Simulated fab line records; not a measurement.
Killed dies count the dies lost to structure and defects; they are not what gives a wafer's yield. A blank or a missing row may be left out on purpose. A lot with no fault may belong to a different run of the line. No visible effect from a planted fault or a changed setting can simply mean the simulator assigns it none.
fab line records + flow nand_harc
record
- lots=6
- wafers=18
- last_day=34
route steps=1302 shown A_CONTACT@1100 A_BLC@1107 END@1302
lots untouched by any fault: they come from a run of this same line in which no faults occurred
start_h: hours from the record's opening day to when the first of the lot's shown wafers began + wait_h: how many hours have passed since the lot's step before this one + " same as the row above + L1.1+2: a single row standing in for several wafers + - no value present, or no start provided + * or withheld: withheld + < > ~ a bound
route shown NAME@n: NAME is a module with steps in the file, n the number in the route of the first one + usual: average and standard deviation across the fault-free wafers + same: alike in all rows + chamber/n: place in a boat + sites: each site's reading + _std_site: how widely they spread, as a standard deviation + _edge_site: outer sites' mean less inner sites' + radius_mm: for every site, how far away it sits from the centre of the wafer + mask NAME#n: copy n + behind: the most recent tool/chamber to have shaped the wafer + hold: why the lot went on hold/how many hours it stayed there/how the hold came to an end + device: names the non-switching transistor (n, p or np) + end of line: the tests these same wafers got at the end of their route + where a step has no rows: the recipe by itself + killed: not the wafer's yield, but the dies lost to structure and defects at the first sort + map: a wafer's dies, marking killed ones x, the rest . and places with no die _
set.NAME: the setting the step ran with; set.NAME@STEP: the setting that earlier step ran with + model.NAME: the simulator's own value behind a step, which no gauge read
a table for each step, a row for each wafer; lots at some steps of the route
services: when a tool's chamber went out of use (start_h, in hours from the record's first day, below 0 if earlier), for how many hours, and the reason
## steps
# step NHARC_A_CONTACT_STRIP_27
# recipe
- time_s=600
- temp_c=30
- chemistry=post_etch_residue_remover
# step NHARC_A_CONTACT_ALD_18
# recipe
- target_thk_a=30
- pulse_time_s=1
- ald_cycles=150
- temp_c=450
- material=TiN
# usual
- heater_power_w=1111/120
- precursor_pulse_height_rel=0.999/0.021
- susceptor_temp_C=449.99/0.25
| lot.wafer | tool         | chamber | start_h | wait_h | heater_power_w | precursor_pulse_height_rel | susceptor_temp_C |
|-----------|--------------|---------|---------|--------|----------------|----------------------------|------------------|
| L334.2    | ald_metal-01 | 0       | 537.88  | -      | 1111           | 1.024                      | 450.39           |
| L334.1    | "            | 1       | "       | "      | 1286           | 0.980                      | 449.46           |
| L334.5    | "            | 0       | "       | "      | 1162           | 0.995                      | 450.33           |
| L341.4    | ald_metal-04 | 2       | 604.86  | -      | 1079           | 0.996                      | -                |
| L341.2    | "            | 3       | "       | "      | 1165           | 0.999                      | -                |
| L341.1    | "            | 0       | "       | "      | 1157           | 0.997                      | -                |
| L351.2    | ald_metal-01 | 2       | 695.96  | -      | 1240           | 0.989                      | 450.10           |
| L351.5    | "            | 3       | "       | "      | 1230           | 0.964                      | 450.15           |
| L351.6    | "            | 0       | "       | "      | 1162           | 1.044                      | 449.85           |
| L353.4    | ald_metal-03 | 1       | 713.18  | -      | 865            | 0.994                      | 450.31           |
| L353.1    | "            | 2       | "       | "      | 1060           | 1.008                      | 449.50           |
| L353.3    | "            | 0       | "       | "      | 1017           | 1.004                      | 449.89           |
| L355.2    | ald_metal-04 | 3       | 719.89  | -      | 1233           | 1.039                      | 449.98           |
| L355.1    | "            | 0       | "       | "      | 1038           | 0.972                      | 449.60           |
| L355.5    | "            | 2       | "       | "      | 1069           | 1.000                      | 449.89           |
| L356.1    | ald_metal-04 | 2       | 764.62  | -      | 1083           | 0.999                      | -                |
| L356.5    | "            | 2       | "       | "      | 1065           | 1.041                      | -                |
| L356.6    | "            | 3       | "       | "      | 1266           | 1.021                      | -                |
# step NHARC_A_CONTACT_CVD_19
# recipe
- target_thk_a=3000
- temp_c=300
- pressure_torr=40
- wf6_flow_sccm=40
- h2_flow_sccm=1600
- ar_flow_sccm=1560
- time_s=802
- material=W
# usual
- heater_power_w=473/57
- susceptor_temp_C=299.97/0.18
- throttle_valve_pct=7.8/0.4
| lot.wafer | tool     | chamber | start_h | wait_h | heater_power_w | susceptor_temp_C | throttle_valve_pct |
|-----------|----------|---------|---------|--------|----------------|------------------|--------------------|
| L334.1    | cvd_w-02 | 0       | -       | -      | 449            | 299.97           | 8.0                |
| L334.2    | "        | 1       | "       | "      | 471            | 299.53           | 7.6                |
| L334.5    | "        | 1       | "       | "      | 462            | 300.17           | 7.6                |
| L341.1    | cvd_w-01 | 0       | -       | -      | 558            | 300.07           | 7.1                |
| L341.2    | "        | 1       | "       | "      | 418            | 299.91           | 8.2                |
| L341.4    | "        | 1       | "       | "      | 410            | 299.73           | 7.9                |
| L351.2    | cvd_w-01 | 0       | -       | -      | 548            | 300.10           | 7.1                |
| L351.5    | "        | 0       | "       | "      | 572            | 300.21           | 7.4                |
| L351.6    | "        | 1       | "       | "      | 433            | 299.92           | 8.3                |
| L353.1    | cvd_w-02 | 0       | -       | -      | 411            | -                | 7.5                |
| L353.4    | "        | 0       | "       | "      | 418            | -                | 7.8                |
| L353.3    | "        | 1       | "       | "      | 461            | -                | 7.8                |
| L355.2    | cvd_w-01 | 1       | -       | -      | 424            | 299.60           | 8.2                |
| L355.1    | "        | 0       | "       | "      | 571            | 299.92           | 7.0                |
| L355.5    | "        | 1       | "       | "      | 429            | 299.66           | 8.3                |
| L356.1    | cvd_w-02 | 1       | -       | -      | 475            | 300.27           | 8.0                |
| L356.6    | "        | 1       | "       | "      | 454            | 299.87           | 8.0                |
| L356.5    | "        | 0       | "       | "      | 417            | 299.92           | 7.5                |
# step NHARC_A_CONTACT_CMP_20
# recipe
- t_overpolish_s=30
- target_thk_nm=300
# usual
- motor_current_A=12.0/0.92
- overpolish_run_s=30.001/0.0091
- time_to_endpoint_s=60.3/3
| lot.wafer | tool   | chamber | start_h | wait_h | motor_current_A | overpolish_run_s | time_to_endpoint_s |
|-----------|--------|---------|---------|--------|-----------------|------------------|--------------------|
| L334.2    | cmp-03 | 2       | 538.99  | 0.7    | 12.3            | 30.003           | 58.5               |
| L334.1    | "      | 3       | "       | "      | 11.4            | 29.999           | 59.7               |
| L334.5    | "      | 1       | "       | "      | 12.6            | 29.990           | 59.1               |
| L341.4    | cmp-04 | 1       | 605.95  | 0.4    | 10.9            | 30.002           | 64.8               |
| L341.1    | "      | 2       | "       | "      | 11.5            | 30.021           | 64.0               |
| L341.2    | "      | 0       | "       | "      | 11.7            | 30.012           | 64.9               |
| L351.2    | cmp-04 | 3       | 697.04  | 0.8    | 11.1            | 29.990           | 62.5               |
| L351.5    | "      | 1       | "       | "      | 10.6            | 29.999           | 63.9               |
| L351.6    | "      | 2       | "       | "      | 12.1            | 30.000           | 61.4               |
| L353.4    | cmp-03 | 3       | 714.27  | 0.5    | 11.5            | 29.987           | 54.0               |
| L353.3    | "      | 1       | "       | "      | 12.7            | 30.003           | 56.4               |
| L353.1    | "      | 2       | "       | "      | 11.8            | 29.996           | 50.8               |
| L355.2    | cmp-04 | 2       | 721.07  | 0.8    | 11.5            | 30.008           | 59.6               |
| L355.1    | "      | 3       | "       | "      | 11.3            | 29.994           | 59.5               |
| L355.5    | "      | 1       | "       | "      | 10.8            | 30.000           | 61.5               |
| L356.1    | cmp-02 | 2       | 765.74  | 0.8    | 12.2            | 29.988           | 62.1               |
| L356.5    | "      | 1       | "       | "      | 13.1            | 30.006           | 62.5               |
| L356.6    | "      | 2       | "       | "      | 11.4            | 30.006           | 63.0               |
# step NHARC_A_CONTACT_SRD_22
# step NHARC_A_CONTACT_INSPECT_23
# usual
- raw_defect_count=529/140
| lot.wafer | tool              | chamber | start_h | wait_h | raw_defect_count |
|-----------|-------------------|---------|---------|--------|------------------|
| L334.1    | defect_inspect-01 | -       | 539.36  | 0.1    | 616              |
| L334.2    | "                 | -       | "       | "      | 449              |
| L334.5    | "                 | -       | "       | "      | 646              |
| L341.1    | defect_inspect-01 | -       | 606.35  | 0.1    | 480              |
| L341.2    | "                 | -       | "       | "      | 349              |
| L341.4    | "                 | -       | "       | "      | 329              |
| L351.2    | defect_inspect-01 | -       | 697.40  | 0.1    | 405              |
| L351.5    | "                 | -       | "       | "      | 361              |
| L351.6    | "                 | -       | "       | "      | 478              |
| L353.1    | defect_inspect-01 | -       | 714.67  | 0.1    | 632              |
| L353.3    | "                 | -       | "       | "      | 708              |
| L353.4    | "                 | -       | "       | "      | 839              |
| L355.1    | defect_inspect-02 | -       | 721.42  | 0.1    | 826              |
| L355.2    | "                 | -       | "       | "      | 683              |
| L355.5    | "                 | -       | "       | "      | 665              |
| L356.1    | defect_inspect-01 | -       | 766.11  | 0.1    | 386              |
| L356.5    | "                 | -       | "       | "      | 334              |
| L356.6    | "                 | -       | "       | "      | 360              |
# step NHARC_A_BLC_DEHYDRATE_00
# recipe
- temp_c=150
- time_s=120
# step NHARC_A_BLC_HMDS_01
# recipe
- time_s=30
# step NHARC_A_BLC_COAT_02
# recipe
- temp_c=260
- time_s=75
# step NHARC_A_BLC_COAT_03
# recipe
- temp_c=225
- time_s=65
# step NHARC_A_BLC_COAT_04
# recipe
- spin_rpm=1500
- resist_thk_nm=90
# step NHARC_A_BLC_SOFTBAKE_05
# recipe
- temp_c=105
- time_s=55
# usual
- heater_power_total_W=188.44/0.12
- resist_line_temp_C=22.99/0.1
| lot.wafer | tool           | chamber | start_h | wait_h | heater_power_total_W | resist_line_temp_C |
|-----------|----------------|---------|---------|--------|----------------------|--------------------|
| L334.1    | litho_track-06 | 0       | 539     | -      | 188.30               | 23.04              |
| L334.2    | "              | 0       | "       | "      | 188.51               | 23.08              |
| L334.5    | "              | 0       | "       | "      | 188.39               | 23.02              |
| L341.1    | litho_track-04 | 0       | 606     | -      | 188.44               | 23.21              |
| L341.2    | "              | 0       | "       | "      | 188.39               | 23.16              |
| L341.4    | "              | 0       | "       | "      | 188.33               | 23.27              |
| L351.2    | litho_track-06 | 0       | 697     | -      | 181.73               | 23.09              |
| L351.5    | "              | 0       | "       | "      | 181.89               | 23.11              |
| L351.6    | "              | 0       | "       | "      | 182.01               | 23.04              |
| L353.1    | litho_track-06 | 0       | 714     | -      | 181.83               | 22.80              |
| L353.3    | "              | 0       | "       | "      | 181.76               | 22.95              |
| L353.4    | "              | 0       | "       | "      | 181.86               | 22.94              |
| L355.1    | litho_track-01 | 0       | 721     | -      | 188.34               | 23.03              |
| L355.2    | "              | 0       | "       | "      | 188.45               | 22.94              |
| L355.5    | "              | 0       | "       | "      | 188.36               | 22.89              |
| L356.1    | litho_track-04 | 0       | 766     | -      | 188.43               | 23.00              |
| L356.5    | "              | 0       | "       | "      | 188.70               | 22.94              |
| L356.6    | "              | 0       | "       | "      | 188.30               | 23.00              |
# step NHARC_A_BLC_EBR_06
# step NHARC_END_SORT_01
# recipe
- temp_c=25
# usual
- killed_at_array=53/21
- killed_at_other=1.1/1.5
- killed_at_periphery=3.9/2.7
- killed_dies=58/21
- killed_open=3.4/1.9
- killed_short=2.3/1.5
# same
- gross_dies=677
| lot.wafer | tool      | chamber | start_h | wait_h | killed_at_array | killed_at_other | killed_at_periphery | killed_dies | killed_open | killed_short |
|-----------|-----------|---------|---------|--------|-----------------|-----------------|---------------------|-------------|-------------|--------------|
| L334.1    | prober-01 | 0       | 580.93  | 2.5    | 67              | 1               | 1                   | 69          | 1           | 0            |
| L334.2    | prober-01 | 0       | 581.73  | 2.8    | 80              | 2               | 4                   | 86          | 3           | 1            |
| L334.5    | prober-01 | 0       | 584.16  | 3.7    | 84              | 1               | 4                   | 89          | 4           | 3            |
| L341.1    | prober-01 | 0       | 648.26  | 2.5    | 32              | 1               | 4                   | 37          | 7           | 2            |
| L341.2    | prober-01 | 0       | 649.07  | 2.8    | 28              | 1               | 6                   | 35          | 2           | 0            |
| L341.4    | prober-01 | 0       | 650.69  | 3.4    | 28              | 2               | 10                  | 40          | 3           | 4            |
| L351.2    | prober-01 | 0       | 744.95  | 2.8    | 43              | 0               | 3                   | 46          | 5           | 4            |
| L351.5    | prober-01 | 0       | 747.37  | 3.7    | 28              | 0               | 5                   | 33          | 6           | 0            |
| L351.6    | prober-01 | 0       | 748.17  | 4.0    | 47              | 1               | 3                   | 51          | 5           | 4            |
# killed by level:class
L334.1 A_CHANNEL_HOLE_D1:chamber_film_flake=29 A_SLIT:chamber_film_flake=24 A_CHANNEL_HOLE_D2:chamber_film_flake=5 A_CONTACT:chamber_film_flake=4 A_CHANNEL_FILL_D1:chamber_film_flake=2 A_M0:geometric_particle:open=1 P_GATE:chamber_film_flake=1 A_DECK1_JOINT:chamber_film_flake=1
L334.2 A_CHANNEL_HOLE_D1:chamber_film_flake=44 A_SLIT:chamber_film_flake=19 A_CONTACT:chamber_film_flake=8 A_CHANNEL_FILL_D2:geometric_particle:open=2 P_GATE:chamber_film_flake=2 A_ZERO_WELL:chamber_film_flake=2 A_CHANNEL_HOLE_D2:chamber_film_flake=2 A_CHANNEL_FILL_D1:geometric_particle:short=1
L334.5 A_CHANNEL_HOLE_D1:chamber_film_flake=37 A_SLIT:chamber_film_flake=33 A_CHANNEL_HOLE_D2:chamber_film_flake=4 A_CONTACT:chamber_film_flake=4 P_M0:geometric_particle:short=2 P_BONDPAD:geometric_particle:open=1 A_DECK1_JOINT:geometric_particle:open=1 A_CHANNEL_FILL_D2:geometric_particle:open=1
L341.1 A_CHANNEL_HOLE_D2:chamber_film_flake=12 P_M2:chamber_film_flake=4 A_DECK1_JOINT:chamber_film_flake=3 A_WL_FILL:chamber_film_flake=3 A_CHANNEL_HOLE_D1:chamber_film_flake=2 A_STAIRCASE:chamber_film_flake=2 A_ONON_D1:geometric_particle:open=1 A_ONON_D1:geometric_particle:short=1
L341.2 A_CHANNEL_HOLE_D2:chamber_film_flake=15 P_M2:chamber_film_flake=5 A_CHANNEL_HOLE_D1:chamber_film_flake=4 A_BLC:geometric_particle:open=2 A_STAIRCASE:chamber_film_flake=2 A_CONTACT:chamber_film_flake=2 P_ZERO_WELL:chamber_film_flake=1 A_CHANNEL_FILL_D1:chamber_film_flake=1
L341.4 A_CHANNEL_HOLE_D2:chamber_film_flake=13 A_CHANNEL_HOLE_D1:chamber_film_flake=6 P_GATE:chamber_film_flake=3 P_M2:chamber_film_flake=3 A_CONTACT:chamber_film_flake=3 A_CHANNEL_FILL_D2:geometric_particle:short=2 P_STI:chamber_film_flake=2 THIN_TSV:chamber_film_flake=2
L351.2 A_CHANNEL_HOLE_D1:chamber_film_flake=15 A_CONTACT:chamber_film_flake=7 A_SLIT:chamber_film_flake=5 A_CHANNEL_FILL_D1:geometric_particle:open=2 A_DECK1_JOINT:chamber_film_flake=2 A_WL_FILL:chamber_film_flake=2 A_M1:chamber_film_flake=2 P_CONTACT:geometric_particle:short=1
L351.5 A_CHANNEL_HOLE_D1:chamber_film_flake=8 A_ZERO_WELL:chamber_film_flake=6 A_M1:chamber_film_flake=4 P_M0:geometric_particle:open=2 P_GATE:chamber_film_flake=2 A_CHANNEL_FILL_D2:chamber_film_flake=2 A_SLIT:chamber_film_flake=2 A_CONTACT:chamber_film_flake=2
L351.6 A_CHANNEL_HOLE_D1:chamber_film_flake=14 A_M1:chamber_film_flake=5 A_SLIT:chamber_film_flake=4 A_WL_FILL:chamber_film_flake=4 A_CONTACT:chamber_film_flake=4 A_ZERO_WELL:chamber_film_flake=3 A_M0:geometric_particle:open=2 P_GATE:chamber_film_flake=2
## services
| tool           | chamber | start_h | hours | kind   |
|----------------|---------|---------|-------|--------|
| cvd_w-01       | -       | 518.10  | 2.1   | repair |
| ald_metal-01   | -       | 526.00  | 10.0  | pm     |
| cmp-04         | -       | 528.55  | 5.5   | repair |
| litho_track-06 | -       | 529.00  | 7.0   | pm     |
| ald_metal-04   | 2       | 533.01  | 23.9  | repair |
| cmp-04         | -       | 534.11  | 0.3   | repair |
| cvd_w-01       | -       | 547.03  | 13.0  | pm     |
| litho_track-04 | -       | 553.00  | 7.0   | pm     |
| cmp-03         | -       | 554.79  | 4.0   | pm     |
| cvd_w-02       | -       | 569.76  | 1.8   | repair |
| cmp-04         | -       | 601.13  | 4.0   | pm     |
| ald_metal-01   | 2       | 609.22  | 7.4   | repair |
| cvd_w-02       | -       | 631.00  | 13.0  | pm     |
| cvd_w-01       | -       | 648.79  | 1.0   | repair |
| ald_metal-04   | -       | 652.00  | 10.0  | pm     |
| cmp-03         | -       | 652.79  | 4.0   | pm     |
| cvd_w-02       | -       | 654.81  | 1.2   | repair |
| cmp-04         | -       | 664.30  | 2.4   | repair |
| cmp-03         | -       | 674.51  | 0.6   | repair |
| cmp-04         | -       | 699.13  | 4.0   | pm     |
| ald_metal-01   | -       | 704.00  | 10.0  | pm     |
| litho_track-06 | -       | 704.00  | 7.0   | pm     |
| ald_metal-04   | 1       | 715.41  | 28.6  | repair |
| cvd_w-01       | -       | 728.03  | 13.0  | pm     |
## key
first_sign
- step=NHARC_A_BLC_SOFTBAKE_05
- reading=heater_power_total_W
- direction=down
- sigmas=54
- usual=*
- struck=*
effect none on later readings
met_at NHARC_A_BLC_SOFTBAKE_05
struck_wafers L351.2,L351.5,L351.6,L353.1,L353.3,L353.4
tester_left_out L351,L353
onset_between 539 697
fault
- kind=process_parameter_drift
- tool=litho_track-06
- chamber=-
- onset_h=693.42
- steps=NHARC_A_BLC_SOFTBAKE_05
- channel=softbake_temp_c
- offset=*
- shape=step
- end_h=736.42
- acts_in=*
- stated=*
# tester_left_out: of these lots the tester's yield and bins aren't shown, on N5 and GAA mostly nor the transistor test; their killed dies are dies lost to structure and defects alone, not to doping, threshold or leakage, so they don't give the yield
